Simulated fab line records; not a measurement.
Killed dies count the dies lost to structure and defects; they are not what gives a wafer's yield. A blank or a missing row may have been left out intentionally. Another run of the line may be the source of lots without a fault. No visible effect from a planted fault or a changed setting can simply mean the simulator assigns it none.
Chamber matching | flow nand-harc | 4 sister chambers for NHARC_P_GATE_DESCUM_48 on rie-diel-05
The step chemistry O2, time 3 s. 8 wafers are shown with their chamber, then 12 later ones without.

== WAFERS PAIRED WITH THEIR CHAMBERS ==
wafer  | chamber | drypump-motor-current-A (A) | oes-product-au (a.u.)
L078.3 | 1       | 5.6                         | 1.009
L085.3 | 0       | 6.0                         | 0.998
L085.4 | 1       | 5.5                         | 1.012
L087.5 | 0       | 6.0                         | 0.999
L088.3 | 3       | 6.0                         | 0.997
L091.1 | 2       | 5.0                         | 1.006
L091.5 | 2       | 5.0                         | 1.009
L091.6 | 3       | 6.1                         | 1.003

== WAFERS WHOSE CHAMBER IS MISSING ==
wafer  | drypump-motor-current-A (A) | oes-product-au (a.u.)
L095.2 | 5.0                         | 1.002
L095.4 | 6.1                         | 0.986
L095.6 | 6.1                         | 0.988
L095.1 | 5.6                         | 1.009
L095.3 | 6.0                         | 0.997
L095.5 | 5.0                         | 0.994
L096.3 | 6.1                         | 0.998
L096.5 | 6.1                         | 0.983
L096.6 | 6.0                         | 1.010
L096.1 | 6.0                         | 1.002
L096.2 | 5.5                         | 1.010
L096.4 | 5.0                         | 1.006

== THE CHAMBER EACH PASSED THROUGH ==
wafer  | from the rows above     | in truth
L095.2 | 2                       | 2
L095.4 | can't be placed: 0 or 3 | 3
L095.6 | can't be placed: 0 or 3 | 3
L095.1 | 1                       | 1
L095.3 | can't be placed: 0 or 3 | 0
L095.5 | 2                       | 2
L096.3 | can't be placed: 3 or 0 | 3
L096.5 | can't be placed: 0 or 3 | 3
L096.6 | can't be placed: 3 or 0 | 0
L096.1 | can't be placed: 3 or 0 | 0
L096.2 | 1                       | 1
L096.4 | 2                       | 2
Placed correctly: 5 of 12. From these rows, 7 cannot be placed; in 7 the true chamber is one of the candidates. Number placed wrongly: 0.
How it was worked out, from the rows above alone: a wafer's distance from a chamber is the root of the sum, over the readings, of the square of ((its reading less the chamber's mean) divided by the reading's scatter). The wafer belongs to the nearest chamber; if the next one is less than 2 further off, it can't be placed. For every chamber, the mean is computed from those of its wafers that are shown. The scatter: the root of (the sum of the squares of (reading less its chamber's mean) over the shown wafers, divided by (wafers less chambers)).
